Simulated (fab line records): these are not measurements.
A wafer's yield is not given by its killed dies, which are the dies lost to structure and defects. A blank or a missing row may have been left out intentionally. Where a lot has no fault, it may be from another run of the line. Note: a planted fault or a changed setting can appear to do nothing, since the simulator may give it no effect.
fab line records    flow n5-finfet
record lots=5  wafers=13  last-day=15
route steps=1938 shown BEOL_M12@1647 BEOL_M13@1659
lots that met no fault: from a run of the same line without faults
start-h: the number of hours between the record's first day and the start of the first shown wafer of the lot    wait-h: hours since the lot's step before    " unchanged from the row above    L1.1+2: one row covering several wafers at once    - either no value or no given start    * or withheld: withheld    < > ~ a bound
route shown NAME@n: names a module that has steps shown in the file, with the first one's number in the route    usual: mean/standard deviation taken from wafers without a fault    same: alike in all rows    chamber/n: place in a boat    sites: per-site readings    _std_site: standard deviation across them    _edge_site: outer sites' mean less inner sites'    radius-mm: for every site, how far away it sits from the centre of the wafer    mask NAME#n: copy n    behind: tool/chamber where the wafer was last shaped    hold: what put the lot on hold/how long, in hours/how the hold closed    device: whichever transistor did not switch (one of n, p or np)    end of line: at the end of the route, the tests of the same wafers    where a step has no rows: the recipe by itself    killed: not the wafer's yield, but the dies lost to structure and defects at the first sort    map: dies across one wafer; x = killed, . = not, _ = none there
set.NAME: setting as actually run; set.NAME@STEP: the setting as run at that earlier step    model.NAME: the simulator's own value behind a step, which no gauge read
certain route steps with their lots: each step a table, each wafer a row
services: when a tool's chamber went out of use (start-h, in hours from the record's first day, below 0 if earlier), for how many hours, and the reason
## steps
# step N5_BEOL_M12_PRE_CLEAN_42
# recipe gas=H2/He  time-s=30  temp-c=250
# step N5_BEOL_M12_SPUTTER_43
# recipe material=TaN  target-thk-a=150  temp-c=50  bias-v=168.6  power-w=15000  chamber-pressure-pa=0.12  time-s=24.19
# step N5_BEOL_M12_SPUTTER_44
# recipe material=Ta  target-thk-a=100  temp-c=50  bias-v=80  power-w=15000  chamber-pressure-pa=0.07  time-s=16.13
# step N5_BEOL_M12_SPUTTER_45
# recipe material=Cu  target-thk-a=800  temp-c=-20  bias-v=60  power-w=26000  chamber-pressure-pa=0.13  time-s=13.33
# step N5_BEOL_M12_ECD_47
# recipe material=Cu  target-thk-a=7200
# step N5_BEOL_M12_ANNEAL_48
# recipe temp-c=225  time-s=90  ambient=N2
# step N5_BEOL_M12_CMP_49
# recipe stop-on=SiOC  t-overpolish-s=20.6  down-force-psi=1  platen-rpm=50  clearing-platen-down-force-psi=1.5  clearing-platen-rpm=50  post-cmp-clean=cu-alkaline  target-thk-nm=320  clearing-platen-pad-velocity-m-s=0.99484  pad-velocity-m-s=0.99484
# step N5_BEOL_M12_PRE_CLEAN_52
# recipe gas=NH3  time-s=15  temp-c=withheld  rf-power-w=300
# step N5_BEOL_M12_DEP_53
# recipe material=SiCN  target-thk-a=300  temp-c=withheld  precursor=3MS/NH3  pressure-torr=3  rf-w=675  time-s=10.5
# step N5_BEOL_M13_ILD_DEP_00
# recipe material=SiOC  target-thk-a=8379.2  temp-c=350  precursor=DEMS/O2  pressure-torr=5  rf-w=500  time-s=166.4
# usual heater-power-w=474/70  run-length-s=210.9/0.6  showerhead-plenum-p-Torr=5.693/0.016  throttle-valve-pct=11.9/0.66
lot.wafer  tool      chamber  start-h  wait-h  heater-power-w  run-length-s  showerhead-plenum-p-Torr  since-wet-clean-h  throttle-valve-pct  model.SiOC_of_BEOL_M13_ILD_DEP_00.thk-nm
L250.2     pecvd-03  1        275.50   0.0     490             210.6         5.689                     1886               13.0                836.6
L250.4     "         2        "        "       485             210.9         5.681                     -                  11.2                861.4
L250.6     "         0        "        "       580             210.1         5.699                     -                  12.4                842.4
L254.1     pecvd-03  0        299.01   0.0     567             210.3         5.695                     1184               12.3                823.4
L254.3     "         2        "        "       471             176.3         5.676                     401                11.3                656.4
L257.1     pecvd-03  2        308.37   0.0     439             210.5         5.674                     410                11.1                847
L257.2     "         1        "        "       398             210.6         5.700                     1919               12.8                838.6
L257.6     "         1        "        "       438             176.6         5.699                     -                  12.9                678.6
L256.3     pecvd-03  1        309.83   0.0     449             176.1         5.692                     1920               13.1                663
L256.4     "         2        "        "       429             211.5         5.668                     -                  11.1                858
L260.3     pecvd-01  0        328.47   0.0     422             210.9         5.686                     1395               11.7                835.4
L260.5     "         1        "        "       442             211.7         5.724                     -                  12.0                854.6
L260.6     "         0        "        "       470             211.1         5.673                     -                  11.7                848.8
# step N5_BEOL_M13_THK_MEAS_01
# recipe reads=SiOC_of_BEOL_M13_ILD_DEP_00
# usual M13_ILD_THK=839/11
lot.wafer  tool           chamber  start-h  wait-h  M13_ILD_THK[nm]
L250.2     film-metro-02  -        275.65   0.1     837
L250.4     "              -        "        "       861
L250.6     "              -        "        "       842
L254.1     film-metro-01  -        299.17   0.1     823
L254.3     "              -        "        "       656
L257.1     film-metro-02  -        308.52   0.1     847
L257.2     "              -        "        "       838
L257.6     "              -        "        "       678
L256.3     film-metro-02  -        309.99   0.1     663
L256.4     "              -        "        "       858
L260.3     film-metro-02  -        328.63   0.1     835
L260.5     "              -        "        "       855
L260.6     "              -        "        "       849
# step N5_BEOL_M13_COAT_58
# recipe resist=BARC  temp-c=205  time-s=60  spin-rpm=1500  resist-thk-nm=89
# step N5_BEOL_M13_COAT_04
# recipe spin-rpm=1625  resist-thk-nm=400
# step N5_BEOL_M13_EBR_06
# recipe solvent=PGMEA  ebr-width-mm=1.5
# step N5_BEOL_M13_SOFTBAKE_05
# recipe temp-c=130  time-s=60
# step N5_BEOL_M13_EXPOSE_07
# recipe mask-id=V12  na=0.93  source-shape=conventional  sigma-outer=0.6  polarization=unpolarized  attpsm-phase-deg=180  dose-mj=24.8
# step N5_BEOL_M13_PEB_08
# recipe peb-temp-c=130  peb-time-s=90
# step N5_BEOL_M13_DEVELOP_09
# recipe develop-time-s=45  rinse-liquid=diw  dry=air-spin  dev-temp-c=21
# step N5_BEOL_M13_HARDBAKE_14
# recipe temp-c=130  time-s=120
# step N5_BEOL_M13_DESCUM_15
# recipe chemistry=O2  time-s=7.9  source-power-w=50  bias-power-w=20  pressure-mtorr=20  rf-frequency-hz=2.712e+07  temp-c=40  o2-flow-sccm=225
# step N5_BEOL_M13_ETCH_59
# recipe chemistry=N2/H2  target=BARC  target-depth-a=890  overetch-a=267  time-s=67.9  ion-energy-ev=200  pressure-mtorr=30  source-w=840  bias-w=150  n2-flow-sccm=200  h2-flow-sccm=200
# step N5_BEOL_M13_VIA_ETCH_16
# recipe chemistry=C4F8/O2/Ar  target=SiOC  pressure-mtorr=30  source-w=3000  bias-w=700  Ar_flow_sccm=400  C4F8_flow_sccm=15  O2_flow_sccm=8  he-inner-torr=15  he-outer-torr=30  target-depth-a=9217  time-s=withheld  ion-energy-ev=250  ends=cleared
# usual drypump-motor-current-A=5.7/0.47  he-outer-torr=29.99/0.063  mfc-ar-sccm=400.1/1.1  oes-product-au=0.71/0.057  rf-vpp-V=666/3.5  showerhead-plenum-p-Torr=3.42/0.12  throttle-valve-pct=24.22/0.24
lot.wafer  tool         chamber  start-h  wait-h  drypump-motor-current-A  he-outer-torr  mfc-ar-sccm  oes-product-au  rf-vpp-V  showerhead-plenum-p-Torr  throttle-valve-pct  model.etch.depth-nm  model.coat_of_BEOL_M13_COAT_04.thk-nm
L250.2     rie-diel-03  2        276.26   0.0     6.2                      30.02          401.3        0.73            665       3.44                      24.00               836.7                71.8
L250.4     "            3        "        "       6.1                      29.99          400.6        0.80            671       3.62                      24.41               861.3                63.2
L250.6     "            1        "        "       6.0                      29.95          400.0        0.65            661       3.25                      24.23               842.3                70
L254.1     rie-diel-05  2        299.64   0.0     5.4                      29.97          399.4        0.73            670       3.56                      24.10               823.4                74.2
L254.3     "            3        "        "       5.3                      30.02          399.4        0.86            665       3.37                      23.81               656.5                124.2
L257.1     rie-diel-03  1        309.00   0.0     5.9                      29.96          399.0        0.64            660       3.25                      24.23               847.1                69.8
L257.2     "            0        "        "       5.4                      29.96          399.8        0.65            664       3.40                      24.40               838.5                70.8
L257.6     "            2        "        "       6.2                      29.89          399.4        0.72            666       3.43                      24.01               678.5                119.6
L256.3     rie-diel-03  2        310.48   0.0     6.2                      29.99          400.3        0.73            666       3.43                      24.01               662.9                123.2
L256.4     "            3        "        "       6.1                      30.03          400.3        0.79            668       3.62                      24.44               858                  65.4
L260.3     rie-diel-03  0        329.38   0.0     5.4                      30.06          402.2        0.65            665       3.40                      24.43               835.4                72.8
L260.5     "            0        "        "       5.4                      30.05          401.0        0.65            665       3.40                      24.43               854.6                68.4
L260.6     "            1        "        "       6.0                      30.03          401.1        0.64            661       3.24                      24.27               848.8                68
# step N5_BEOL_M13_STRIP_63
# recipe chemistry=N2/H2  power-w=1000  temp-c=250  h2-frac=0.65  overash-fraction=0.3  pressure-mtorr=1000  n2-flow-sccm=1750  h2-flow-sccm=3250
# usual drypump-motor-current-A=5.8/0.45  heater-power-w=329/29  oes-product-au=0.674/0.0044  strip-time-to-endpoint-s=27.8/1.1
lot.wafer  tool             chamber  start-h  wait-h  drypump-motor-current-A  heater-power-w  oes-product-au  rf-hours-counter-h  strip-time-to-endpoint-s
L250.2     plasma-asher-01  1        276.49   -       5.8                      331             0.674           71                  28.2
L250.4     "                1        "        "       5.8                      320             0.680           -                   25.7
L250.6     "                0        "        "       6.6                      278             0.672           -                   27.7
L254.1     plasma-asher-02  1        299.88   -       5.3                      365             0.668           136                 28.9
L254.3     "                1        "        "       5.3                      360             0.697           -                   42.8
L257.1     plasma-asher-02  1        309.24   -       5.3                      359             0.675           136                 27.6
L257.2     "                0        "        "       5.9                      316             0.678           136                 27.9
L257.6     "                1        "        "       5.3                      354             0.689           -                   41.6
L256.3     plasma-asher-02  0        310.73   -       5.9                      317             0.695           -                   42.6
L256.4     "                1        "        "       5.3                      367             0.664           -                   26.3
L260.3     plasma-asher-01  0        329.64   -       6.6                      280             0.672           -                   28.5
L260.5     "                1        "        "       5.8                      331             0.671           -                   27.2
L260.6     "                0        "        "       6.6                      285             0.672           -                   27.1
# step N5_BEOL_M13_STRIP_64
# recipe chemistry=N2/H2  power-w=1000  temp-c=250  h2-frac=0.65  overash-fraction=0.3  pressure-mtorr=withheld  n2-flow-sccm=1750  h2-flow-sccm=3250
# step N5_BEOL_M13_STRIP_71
# recipe chemistry=post-etch-residue-remover  time-s=60  temp-c=25  remover-ph=withheld  remover-water-wt-pct=withheld  remover-fluoride-wt-pct=withheld
# step N5_BEOL_M13_SRD_72
# recipe time-s=30  temp-c=23  rinse-liquid=diw  dry=n2-spin  spin-rpm=1500  dry-time-s=30
# step N5_BEOL_M13_COAT_65
# recipe resist=SOC  temp-c=250  time-s=60  spin-rpm=1500  resist-thk-nm=350
# step N5_BEOL_M13_COAT_66
# recipe resist=SiARC  temp-c=220  time-s=60  spin-rpm=1500  resist-thk-nm=110
# step N5_BEOL_M13_COAT_22
# recipe spin-rpm=2888  resist-thk-nm=300
# step N5_BEOL_M13_EBR_24
# recipe solvent=PGMEA  ebr-width-mm=1.5
# step N5_BEOL_M13_SOFTBAKE_23
# recipe temp-c=130  time-s=60
# step N5_BEOL_M13_EXPOSE_25
# recipe mask-id=M13  na=0.93  source-shape=conventional  sigma-outer=0.4  polarization=unpolarized  target-cd-nm=210  dose-mj=22
# step N5_BEOL_M13_PEB_26
# recipe peb-temp-c=130  peb-time-s=90
# step N5_BEOL_M13_DEVELOP_27
# recipe develop-time-s=45  rinse-liquid=diw  dry=air-spin  dev-temp-c=21
# step N5_BEOL_M13_HARDBAKE_32
# recipe temp-c=130  time-s=120
# step N5_BEOL_M13_CMP_49
# recipe stop-on=SiOC  t-overpolish-s=17.1  down-force-psi=1  platen-rpm=50  clearing-platen-down-force-psi=1.5  clearing-platen-rpm=50  post-cmp-clean=cu-alkaline  target-thk-nm=420  clearing-platen-pad-velocity-m-s=0.99484  pad-velocity-m-s=0.99484
# usual motor-current-A=6.4/0.77
lot.wafer  tool    chamber  start-h  wait-h  motor-current-A  model.SiOC_of_BEOL_M13_ILD_DEP_00.thk-nm
L250.2     cmp-02  3        284.46   1.0     5.6              778.4
L250.4     "       0        "        "       5.7              802.6
L250.6     "       1        "        "       6.8              783
L254.3     cmp-01  1        305.27   0.2     6.3              598.6
L254.1     "       3        "        "       8.3              765.2
L257.1     cmp-02  2        314.02   0.3     6.6              789.4
L257.2     "       3        "        "       5.7              781.6
L257.6     "       1        "        "       6.7              621.2
L256.4     cmp-01  0        316.81   0.2     6.9              800.4
L256.3     "       1        "        "       6.6              603.8
L260.3     cmp-04  0        334.63   0.6     6.7              778
L260.6     "       3        "        "       6.0              790
L260.5     "       0        "        "       6.7              795.2
## services
tool             chamber  start-h  hours  kind
cmp-02           -        263.21   4.0    pm
cmp-02           -        267.21   -      consumable-replace:conditioner
cmp-02           -        267.21   -      consumable-replace:pad
cmp-01           -        272.53   4.6    pm
pecvd-01         1        273.93   5.5    scheduled-down
pecvd-03         -        275.77   0.4    repair
pecvd-03         -        280.65   5.5    pm
cmp-04           -        281.99   2.7    repair
cmp-04           -        298.99   5.5    pm
plasma-asher-02  -        300.94   4.3    pm
cmp-01           -        303.39   0.9    repair
pecvd-01         0        308.57   10.3   repair
plasma-asher-01  -        308.79   9.2    repair
cmp-04           -        324.22   0.3    repair
plasma-asher-02  -        328.43   4.1    repair
cmp-01           -        328.46   8.8    repair
cmp-02           -        330.03   11.7   pm
pecvd-01         -        334.76   2.8    pm
## key
first-sign step=N5_BEOL_M13_ILD_DEP_00  reading=run-length-s  direction=down  sigmas=58  usual=*  struck=*
effect step=N5_BEOL_M13_THK_MEAS_01  reading=M13_ILD_THK  direction=down  sigmas=16  usual=839  struck=666
effect step=N5_BEOL_M13_STRIP_63  reading=strip-time-to-endpoint-s  direction=up  sigmas=14  usual=*  struck=*
model-effect step=N5_BEOL_M13_ILD_DEP_00  value=SiOC_of_BEOL_M13_ILD_DEP_00.thk-nm  without=837.9  struck=666
model-effect step=N5_BEOL_M13_VIA_ETCH_16  value=etch.depth-nm  without=837.9  struck=666
model-effect step=N5_BEOL_M13_CMP_49  value=SiOC_of_BEOL_M13_ILD_DEP_00.thk-nm  without=779.7  struck=607.9
met-at N5_BEOL_M13_ILD_DEP_00
struck-wafers L254.3,L256.3,L257.6
onset-between 275.50 299.01
fault kind=process-parameter-drift  tool=pecvd-03  chamber=-  onset-h=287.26  steps=N5_BEOL_M13_ILD_DEP_00  channel=time-s  offset=*  shape=step  end-h=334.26  scope=struck-wafers-only  acts-in=*  stated=*
